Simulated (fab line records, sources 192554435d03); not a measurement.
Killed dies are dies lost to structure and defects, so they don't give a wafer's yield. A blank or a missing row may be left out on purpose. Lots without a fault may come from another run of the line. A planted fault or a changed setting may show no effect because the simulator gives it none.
Chamber matching | flow n5_finfet | N5_BEOL_M12_ETCH_68 on rie_diel-03: 4 sister chambers
The step etches SOC in N2/H2, time 285 s. 14 wafers are shown with their chamber, then 7 later ones without.

WAFERS WITH THEIR CHAMBER
wafer  | chamber | throttle_valve_pct (%) | showerhead_plenum_p_Torr (Torr) | oes_product_au (a.u.)
L941.2 | 2       | 17.77                  | 2.54                            | 0.70
L941.4 | 1       | 17.94                  | 2.58                            | 0.80
L941.5 | 0       | 17.91                  | 2.49                            | 0.70
L942.1 | 0       | 17.91                  | 2.49                            | 0.69
L942.3 | 2       | 17.77                  | 2.54                            | 0.70
L942.5 | 2       | 17.76                  | 2.54                            | 0.69
L943.1 | 1       | 17.94                  | 2.57                            | 0.79
L943.2 | 2       | 17.79                  | 2.54                            | 0.70
L943.6 | 3       | 17.38                  | 2.45                            | 0.83
L949.2 | 3       | 17.39                  | 2.45                            | 0.81
L949.5 | 3       | 17.41                  | 2.45                            | 0.81
L949.6 | 0       | 17.93                  | 2.48                            | 0.68
L951.1 | 1       | 17.96                  | 2.57                            | 0.78
L951.3 | 2       | 17.80                  | 2.53                            | 0.69

SIGNATURES (means of the wafers above)
reading                  | chamber 0 | chamber 1 | chamber 2 | chamber 3 | scatter within a chamber
throttle_valve_pct       | 17.9167   | 17.9467   | 17.7780   | 17.3933   | 0.0144
showerhead_plenum_p_Torr | 2.4867    | 2.5733    | 2.5380    | 2.4500    | 0.00462
oes_product_au           | 0.6900    | 0.7900    | 0.6960    | 0.8167    | 0.00887
Rule: a wafer's distance from a chamber is the root of the sum, over the readings, of the square of ((its reading less the chamber's mean) divided by the reading's scatter). The wafer belongs to the nearest chamber; if the next one is less than 2 further off, it can't be placed. The scatter: the root of (the sum of the squares of (reading less its chamber's mean) over the shown wafers, divided by (wafers less chambers)).

WAFERS WITHOUT THEIR CHAMBER
wafer  | throttle_valve_pct (%) | showerhead_plenum_p_Torr (Torr) | oes_product_au (a.u.)
L951.6 | 17.93                  | 2.48                            | 0.68
L953.4 | 17.97                  | 2.48                            | 0.67
L953.5 | 17.98                  | 2.48                            | 0.67
L953.6 | 17.42                  | 2.44                            | 0.80
L960.1 | 18.01                  | 2.56                            | 0.76
L960.4 | 17.43                  | 2.44                            | 0.79
L960.5 | 17.84                  | 2.53                            | 0.67

WHICH CHAMBER EACH WENT THROUGH
wafer  | from the rows above | in truth
L951.6 | 0                   | 0
L953.4 | 0                   | 0
L953.5 | 0                   | 0
L953.6 | 3                   | 3
L960.1 | 1                   | 1
L960.4 | 3                   | 3
L960.5 | 2                   | 2
Placed correctly: 7 of 7. Can't be placed from these rows: 0. Placed wrongly: 0.
